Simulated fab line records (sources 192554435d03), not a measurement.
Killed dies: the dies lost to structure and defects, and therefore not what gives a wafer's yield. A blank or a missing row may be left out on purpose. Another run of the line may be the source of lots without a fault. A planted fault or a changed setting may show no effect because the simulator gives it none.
Struck lot and sound lot, side by side -- flow n5 finfet -- 16 steps out of a route of 1938
Sound: the wafers L885.1, L885.2, L885.4. Wafers L892.2, L892.6 were the ones struck. Last of all comes the cause.
Each step with rows lists, per side, the tool, then ch with its chambers, then its first start. Under that, the readings that differ: sound wafers -- struck wafers -- difference of the means -- sigmas: that difference in standard deviations of wafers without a fault.
alike: readings with means less than 2 such deviations apart, plus words and numbers identical on both sides. not compared: withheld readings, readings lacking a value on some wafer, bounds such as >300 that could conceal the same value, and numbers that have no deviation in the record and whose values overlap.
A row with sigmas, a row that says differs or no value, or rows on one side alone: a step with any of these is where the two part. Numbers that have no deviation but don't overlap get no sigmas and don't part them. Lack of a reading on every wafer of one side parts them only where that side has two or more wafers.

first, 6 steps without rows for these wafers: N5_MOL_CONTACT_COAG_COAT_78 (resist thk 40 nm); N5_MOL_CONTACT_COAG_EBR_80; N5_MOL_CONTACT_COAG_SOFTBAKE_79 (time 60 s); N5_MOL_CONTACT_COAG_EXPOSE_81 (exposes mask VG, defocus 0 nm); N5_MOL_CONTACT_COAG_PEB_82 (peb time 60 s); N5_MOL_CONTACT_COAG_DEVELOP_83 (develop time 30 s).
N5_MOL_CONTACT_COAG_CD_MEAS_84 targets a cd of 25.1 nm.
  sound on cd sem-03 ch 0, day 7 23:06; struck on cd sem-03 ch 0, day 9 17:26
  alike: cd nm
N5_MOL_CONTACT_COAG_OVL_MEAS_85:
  sound on overlay-02 ch 0, day 7 23:08; struck on overlay-02 ch 0, day 9 17:28
  alike: VG_OVL
N5_MOL_CONTACT_COAG_INSPECT_57: inspects for defects (brightfield).
  sound on defect inspect-01 at day 7 23:11; struck on defect inspect-01 at day 9 17:31
  alike: raw defect count
N5_MOL_CONTACT_COAG_DESCUM_88: chemistry O2, time 7 s.
  sound on rie diel-02 ch 0,1,2, day 7 23:13; struck on rie diel-02 ch 0,3, day 9 17:33
  alike: drypump motor current A, oes product au, rf vpp V, showerhead plenum p Torr, throttle valve pct
  not compared: rf hours counter h
N5_MOL_CONTACT_COAG_ETCH_89: etches underlayer in N2/H2, target depth 13 nm, time 10.4 s.
  sound on rie diel-02 ch 0,1,2, day 7 23:16; struck on rie diel-02 ch 0,3, day 9 17:35
  alike: drypump motor current A, etch rf on time s, oes product au, rf vpp V, showerhead plenum p Torr, throttle valve pct
  not compared: rf hours counter h
N5_MOL_CONTACT_COAG_ETCH_90: etches SiARC in CF4, target depth 13 nm, time 21.7 s.
  sound on rie diel-02 ch 0,1,2, day 7 23:17; struck on rie diel-02 ch 0,3, day 9 17:37
  alike: cf4 flow sccm, drypump motor current A, etch rf on time s, oes product au, rf vpp V, showerhead plenum p Torr, throttle valve pct
  not compared: rf hours counter h
N5_MOL_CONTACT_COAG_ALD_131: deposits SiO2, target thk 5 nm, pulse time 1 s, co reactant pulse time 1 s.
  sound on ald sin-03 ch 1,2,3, day 7 23:41; struck on ald sin-03 ch 0,2, day 9 18:20
reading,sound,struck,difference,sigmas
ald cycles,35 35 35,48 48,+13,
model.SiO2_of_MOL_CONTACT_COAG_ALD_131.thk nm (nm),5 5 5,6.8 6.8,+1.8,
  alike: heater power w, precursor pulse height rel
N5_MOL_CONTACT_COAG_ETCHBACK_132: etches SiO2 in CHF3, target depth 10 nm, time 6.7 s.
  sound on rie diel-03 ch 0,1,2, day 7 23:52; struck on rie diel-02 ch 2,3, day 9 18:31
  alike: drypump motor current A, oes product au, rf vpp V, showerhead plenum p Torr, throttle valve pct
  not compared: rf hours counter h
N5_BEOL_M4_RC_MEAS_101:
  the record has rows for the sound wafers here (prober-01 ch 0, day 12 11:34) and none for the struck ones
-- the record jumps here: 9 days lie between the struck wafers' starts before and after (it left off in module BEOL_M4 and takes up again in module PASSIVATION, whose first step shown is number 1936 of the route) --
N5_PASSIVATION_PROBE_49:
  record: rows for the struck wafers here (prober-01, day 18 23:37), none for the sound ones

## WHERE THEY PART
Last at N5_PASSIVATION_PROBE_49 as far as this record goes, first at N5_BEOL_M4_RC_MEAS_101.

WHY: whatever the simulator had introduced
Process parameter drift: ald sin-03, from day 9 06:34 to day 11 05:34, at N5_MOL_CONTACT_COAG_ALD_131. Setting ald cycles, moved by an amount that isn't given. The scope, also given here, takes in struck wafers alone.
